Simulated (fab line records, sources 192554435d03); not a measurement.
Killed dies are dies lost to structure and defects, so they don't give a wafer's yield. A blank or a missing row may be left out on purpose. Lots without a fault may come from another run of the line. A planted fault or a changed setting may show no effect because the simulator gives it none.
A struck lot beside a sound one | flow n5_finfet | 37 steps out of a route of 1938
Sound: wafers L708.2, L708.3, L708.4. Struck: wafers L701.2, L701.4, L701.5. The cause comes at the end.
At each step with rows: each side's tool, then ch and its chambers, then its first start. Under that, the readings that differ: sound wafers | struck wafers | difference of the means | sigmas: that difference in standard deviations of wafers without a fault.
alike: readings whose means differ by less than 2 such deviations, and words and numbers that are the same on both sides. not compared: withheld readings, readings that some wafer has no value for, bounds like >300 that may hide the same value, and numbers for which the record gives no deviation and whose values overlap.
The two part at a step that has a row with sigmas, a row that says differs or no value, or rows on one side only. Numbers that don't overlap but have no deviation are shown without sigmas and don't part them. A reading that every wafer of one side lacks parts them only if that side has two wafers or more.

first, 12 steps without rows for these wafers: N5_BEOL_M3_SPUTTER_86 (material Cu, target thk 4.5 nm, time 8.29 s); N5_BEOL_M3_ANNEAL_87 (time 240 s); N5_BEOL_M3_SPUTTER_88 (material Cu, target thk 4.5 nm, time 8.29 s); N5_BEOL_M3_ANNEAL_89 (time 240 s); N5_BEOL_M3_SPUTTER_90 (material Cu, target thk 4.5 nm, time 8.29 s); N5_BEOL_M3_ANNEAL_91 (time 240 s); N5_BEOL_M3_SPUTTER_92 (material Cu, target thk 4.5 nm, time 8.29 s); N5_BEOL_M3_ANNEAL_93 (time 240 s); N5_BEOL_M3_SPUTTER_94 (material Cu, target thk 4.5 nm, time 8.29 s); N5_BEOL_M3_ANNEAL_95 (time 240 s); N5_BEOL_M3_SPUTTER_96 (material Cu, target thk 4.5 nm, time 8.29 s); N5_BEOL_M3_ECD_50 (material Cu, target thk 300 nm).
N5_BEOL_M3_ANNEAL_51: time 90 s.
  sound on rtp_anneal-01 ch 0, day 12 04:49; struck on rtp_anneal-02, day 10 14:19
  no value came back on the struck wafers for anneal_temp_c (C), anneal_temp_c_max, wafer_temp_C_max; on the sound wafers anneal_temp_c (C) reads 224.96 224.95 225.17
N5_BEOL_M3_CMP_52: polishes, stops on SiOC, t overpolish 6.8 s, target thk 40 nm.
  sound on cmp-01 ch 0,1,2, day 12 05:05; struck on cmp-02 ch 0,2,3, day 10 16:05
  reading                      | sound             | struck            | difference | sigmas
  barrier_field_endpoint_s (s) | 23.7 24.6 25.7    | 30.6 29.5 29.2    | +5.1       | +7
  slurry_filter_dp_kPa (kPa)   | 13.63 13.72 13.72 | 13.43 13.35 13.37 | -0.31      | -2
  time_to_endpoint_s (s)       | 61 64 66          | 81 81 82          | +18        | +6
  alike: motor_current_A, overpolish_run_s
then, 21 steps without rows for these wafers: N5_BEOL_M3_PRE_CLEAN_60 (time 15 s); N5_BEOL_M3_CO_CAP_55 (material Co, precursor CCTBA/H2, target thk 2 nm, time 102.1 s); N5_BEOL_M3_PRE_CLEAN_56 (time 15 s); N5_BEOL_M3_DEP_57 (deposits SiCN from 3MS/NH3, target thk 8 nm, time 14 s); N5_BEOL_M4_ILD_DEP_00 (deposits SiOC from DEMS/O2, target thk 79 nm, time 15.3 s); N5_BEOL_M4_PECVD_72 (deposits SiO2 from TEOS/O2, target thk 16 nm, time 18 s); N5_BEOL_M4_HM_DEP_02 (deposits TiN, target thk 20 nm); N5_BEOL_M4_COAT_61 (time 60 s, resist thk 60 nm); N5_BEOL_M4_COAT_62 (time 60 s, resist thk 12 nm); N5_BEOL_M4_COAT_73 (time 60 s, resist thk 5 nm); N5_BEOL_M4_COAT_05 (resist thk 30 nm); N5_BEOL_M4_EBR_07; N5_BEOL_M4_SOFTBAKE_06 (time 60 s); N5_BEOL_M4_EXPOSE_08 (exposes mask M4); N5_BEOL_M4_PEB_09 (peb time 60 s); N5_BEOL_M4_DEVELOP_10 (develop time 30 s); N5_BEOL_M4_DESCUM_16 (chemistry O2, time 7 s); N5_BEOL_M4_ETCH_74 (etches underlayer in N2/H2, target depth 6.5 nm, time 5.2 s); N5_BEOL_M4_ETCH_63 (etches SiARC in CF4, target depth 15.6 nm, time 26 s); N5_BEOL_M4_ETCH_64 (etches SOC in N2/H2, target depth 75 nm, overetch 22.5 nm, time 121.9 s); N5_BEOL_M4_STRIP_65 (strips in N2/H2).
N5_BEOL_M4_RC_MEAS_101:
  sound on prober-02 ch 0, day 12 17:45; struck on prober-02 ch 0, day 11 01:29
  alike: DIBL_N, DIBL_P, IOFF_N, IOFF_P, ION_N, ION_P, SS_N, SS_P, VT_N, VT_P
  not compared: COMB_M3, COMB_M3_max_site
-- the record jumps here: 5 days lie between the struck wafers' starts before and after (it left off in module BEOL_M4 and takes up again in module PASSIVATION, whose first step shown is number 1936 of the route) --
N5_PASSIVATION_PROBE_49:
  sound on prober-01, day 17 02:24; struck on prober-02, day 15 14:30
  reading                  | sound | struck         | difference | sigmas
  defect_limited_yield (%) | 91.1  | 91.4 77.9 47.2 | -18.9      | -15
  killed_at_M0_to_M3       | 31    | 30 202 578     | +239       | +22
  killed_at_M4_up          | 25    | 12 17 13       | -11        | -2
  killed_dies              | 105   | 102 261 623    | +224       | +14
  killed_on_rim            | 12    | 10 152 10      | +45        | +13
  sort_n_pass              | 1075  | 1078 919 557   | -224       | -14
  sort_yield_pct (%)       | 91.1  | 91.4 77.9 47.2 | -18.9      | -15
  alike: killed_at_contacts, killed_at_front_end, killed_at_other, killed_open, killed_short, sort_bin_5_function, sort_bin_6_memory

WHERE THEY PART
First at N5_BEOL_M3_ANNEAL_51; last, within this record, at N5_PASSIVATION_PROBE_49.

WHY: what the simulator had put in
Skipped step whole: rtp_anneal-02, from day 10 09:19 on, at N5_BEOL_M3_ANNEAL_51. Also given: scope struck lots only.
